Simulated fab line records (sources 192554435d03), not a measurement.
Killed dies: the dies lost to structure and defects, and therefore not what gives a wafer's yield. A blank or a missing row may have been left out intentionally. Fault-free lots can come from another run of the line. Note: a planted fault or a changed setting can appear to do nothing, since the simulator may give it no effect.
Matching of chambers + flow n5_finfet + N5_GATE_CUT_ETCH_37 on rie_diel-02 has 4 sister chambers
The step etches SOC in N2/H2, target depth 60 nm, overetch 12 nm, time 90 s. 4 wafers are shown with their chamber, then 7 later ones without.

WAFERS WITH THEIR CHAMBER
| wafer  | chamber | drypump_motor_current_A (A) |
|--------|---------|-----------------------------|
| L090.4 | 2       | 5.1                         |
| L092.5 | 0       | 6.6                         |
| L093.4 | 1       | 6.0                         |
| L094.5 | 3       | 5.6                         |

WAFERS MISSING THEIR CHAMBER
| wafer  | drypump_motor_current_A (A) |
|--------|-----------------------------|
| L094.6 | 5.1                         |
| L096.1 | 5.6                         |
| L096.3 | 6.5                         |
| L096.6 | 5.1                         |
| L097.1 | 5.1                         |
| L097.2 | 5.6                         |
| L097.4 | 6.6                         |

CHAMBER TAKEN BY EACH
| wafer  | from the rows above | in truth |
|--------|---------------------|----------|
| L094.6 | 2                   | 2        |
| L096.1 | 3                   | 3        |
| L096.3 | 0                   | 0        |
| L096.6 | 2                   | 2        |
| L097.1 | 2                   | 2        |
| L097.2 | 3                   | 3        |
| L097.4 | 0                   | 0        |
7 of 7 placed correctly. From these rows, 0 cannot be placed. Placed wrongly: 0.
How it was worked out, from the rows above alone: a wafer's distance from a chamber is the root of the sum, over the readings, of the square of ((its reading less the chamber's mean) divided by the reading's scatter). If the next closest chamber is less than 2 further off than the closest, the wafer can't be placed; otherwise it belongs to the closest. Each chamber's mean is taken over the wafers shown for it. The scatter (one wafer shown for each chamber): square how far every hidden wafer sits from the nearest shown wafer, average those squares and take the square root.
